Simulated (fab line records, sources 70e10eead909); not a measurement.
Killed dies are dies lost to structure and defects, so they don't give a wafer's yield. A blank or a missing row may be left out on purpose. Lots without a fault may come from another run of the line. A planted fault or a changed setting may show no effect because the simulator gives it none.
Chamber matching | flow nand_harc | NHARC_P_ZERO_WELL_DESCUM_39 on rie_diel-04: 4 sister chambers
The step chemistry O2, time 3 s. 20 wafers are shown with their chamber, then 10 later ones without.

WAFERS WITH THEIR CHAMBER
wafer  | chamber | showerhead_plenum_p_Torr (Torr) | drypump_motor_current_A (A) | oes_product_au (a.u.)
L078.1 | 0       | 1.80                            | 6.6                         | 1.023
L078.3 | 1       | 1.93                            | 5.7                         | 1.013
L078.6 | 3       | 1.81                            | 5.5                         | 0.991
L079.1 | 1       | 1.92                            | 5.8                         | 1.003
L079.2 | 0       | 1.80                            | 6.7                         | 1.015
L079.4 | 2       | 1.77                            | 5.1                         | 0.990
L080.3 | 0       | 1.80                            | 6.7                         | 1.012
L080.5 | 1       | 1.92                            | 5.8                         | 0.998
L080.6 | 0       | 1.80                            | 6.7                         | 1.024
L081.1 | 0       | 1.80                            | 6.7                         | 1.004
L081.4 | 1       | 1.92                            | 5.8                         | 0.996
L081.6 | 0       | 1.80                            | 6.7                         | 1.012
L082.1 | 2       | 1.77                            | 5.1                         | 0.995
L082.2 | 3       | 1.81                            | 5.5                         | 0.990
L082.5 | 2       | 1.77                            | 5.1                         | 1.010
L084.1 | 0       | 1.80                            | 6.7                         | 1.015
L084.3 | 3       | 1.81                            | 5.5                         | 0.995
L084.6 | 0       | 1.80                            | 6.7                         | 1.005
L088.1 | 0       | 1.80                            | 6.7                         | 1.009
L088.4 | 1       | 1.92                            | 5.7                         | 0.997

SIGNATURES (means of the wafers above)
reading                  | chamber 0 | chamber 1 | chamber 2 | chamber 3 | scatter within a chamber
showerhead_plenum_p_Torr | 1.8000    | 1.9220    | 1.7700    | 1.8100    | 0.00224
drypump_motor_current_A  | 6.689     | 5.760     | 5.100     | 5.500     | 0.0361
oes_product_au           | 1.01322   | 1.00140   | 0.99833   | 0.99200   | 0.00716
Rule: a wafer's distance from a chamber is the root of the sum, over the readings, of the square of ((its reading less the chamber's mean) divided by the reading's scatter). The wafer belongs to the nearest chamber; if the next one is less than 2 further off, it can't be placed. The scatter: the root of (the sum of the squares of (reading less its chamber's mean) over the shown wafers, divided by (wafers less chambers)).

WAFERS WITHOUT THEIR CHAMBER
wafer  | showerhead_plenum_p_Torr (Torr) | drypump_motor_current_A (A) | oes_product_au (a.u.)
L088.6 | 1.92                            | 5.8                         | 0.995
L093.1 | 1.79                            | 6.7                         | 1.021
L093.4 | 1.91                            | 5.8                         | 1.005
L093.6 | 1.80                            | 5.5                         | 1.011
L094.2 | 1.80                            | 5.5                         | 0.997
L094.3 | 1.91                            | 5.8                         | 1.018
L094.5 | 1.91                            | 5.7                         | 1.000
L097.1 | 1.79                            | 5.5                         | 0.985
L097.2 | 1.91                            | 5.8                         | 1.004
L097.4 | 1.79                            | 5.4                         | 0.994

WHICH CHAMBER EACH WENT THROUGH
wafer  | from the rows above | in truth
L088.6 | 1                   | 1
L093.1 | 0                   | 0
L093.4 | 1                   | 1
L093.6 | 3                   | 3
L094.2 | 3                   | 3
L094.3 | 1                   | 1
L094.5 | 1                   | 1
L097.1 | 3                   | 3
L097.2 | 1                   | 1
L097.4 | 3                   | 3
Placed correctly: 10 of 10. Can't be placed from these rows: 0. Placed wrongly: 0.
